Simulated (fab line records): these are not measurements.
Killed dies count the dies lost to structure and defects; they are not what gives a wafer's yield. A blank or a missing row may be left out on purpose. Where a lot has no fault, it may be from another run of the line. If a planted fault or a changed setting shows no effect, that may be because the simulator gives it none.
Problem report in the 8D (eight disciplines) form, filled by code + flow n5Finfet + the parts of the form that need people (team, actions taken, sign-off) are left out

## 1. PROBLEM STATEMENT
Mean of runLengthS at N5_BEOL_M3_CO_CAP_55: 167.9 s across 2 wafers in 2 lots; on wafers with no fault it is 125.0 s (standard deviation 0.51). That puts it +84 standard deviations away from the usual mean.
The step: material Co, precursor CCTBA/H2, target thk 2 nm, time 102.1 s.
Earliest sighting: wafer L160.5 on cvdCo-02 at day 12 01:32. The record has a number at this step for 18 wafers belonging to 6 lots. The rule behind "out" and "out of limits": a value lying over 4 standard deviations away from the usual mean. Any other wafer with a number is counted as sound.

## 2. WHAT IT IS, AND WHAT IT ISN'T
| question                    | is                | is not                                                                         |
|-----------------------------|-------------------|--------------------------------------------------------------------------------|
| which readings at this step | runLengthS        | chamberPressureTorr, heaterPowerW                                              |
| which lots                  | L160, L162        | L150, L151, L166, L167                                                         |
| which wafers of those lots  | L160.5, L162.6    | L160.3, L160.4, L162.1, L162.3                                                 |
| read on which tools         | cvdCo-02          | cvdCo-01                                                                       |
| when                        | from day 12 01:32 | up to then (8 sound wafers); but 8 sound wafers of L162, L166, L167 came after |

## 3. THE SUSPECTS, EACH WITH WHAT RULES IT OUT
Counting: a tool at a process step up to the reading stays a suspect if it ran every lot that is out. Sound lots after the first of them don't rule it out here, since some wafers of a struck lot are sound.
- rtpAnneal-01 at N5_BEOL_M3_ANNEAL_51 (time 90 s): kept. It ran every lot that is out, first L160 (day 12 00:56).
- cvdCo-02 at N5_BEOL_M3_CO_CAP_55 (material Co, precursor CCTBA/H2, target thk 2 nm, time 102.1 s): kept. It ran every lot that is out, first L160 (day 12 01:32); its last sound lot up to then is L150 (day 8 19:46). Its own readings are out on those wafers: runLengthS.
Left after counting: rtpAnneal-01 at N5_BEOL_M3_ANNEAL_51, cvdCo-02 at N5_BEOL_M3_CO_CAP_55.

## 4. THE CAUSE (what the simulator had put in)
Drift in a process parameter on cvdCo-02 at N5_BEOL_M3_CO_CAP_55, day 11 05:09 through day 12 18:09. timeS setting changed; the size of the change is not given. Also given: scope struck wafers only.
Of the 2 suspects that counting leaves, this tool is one.

## 5. THE CHAIN OF EFFECTS, in route order
Each row: a reading whose mean over the struck wafers that have a number lies more than 3 standard deviations from the usual. Scope: only readings with a usual standard deviation given in the record; hours: median across lots of the time from each lot's start at the first step in this table that gives one to its start at this step; sigmas: change in usual standard deviations.
| hours | step                 | reading    | usual   | on struck wafers | change | sigmas |
|-------|----------------------|------------|---------|------------------|--------|--------|
| 0     | N5_BEOL_M3_CO_CAP_55 | runLengthS | 125.0 s | 167.9            | +42.9  | +84    |
Its process steps:
- N5_BEOL_M3_CO_CAP_55: material Co, precursor CCTBA/H2, target thk 2 nm, time 102.1 s.
At these later measuring or inspecting steps, every struck wafer for which the step has a row has a number for every such reading, and none has moved that far: N5_BEOL_M4_RC_MEAS_101.

## 6. HOW IT WOULD HAVE BEEN CAUGHT EARLIER
In this record the first reading out of limits was taken at day 12 01:32, 20 hours after the fault began at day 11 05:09.
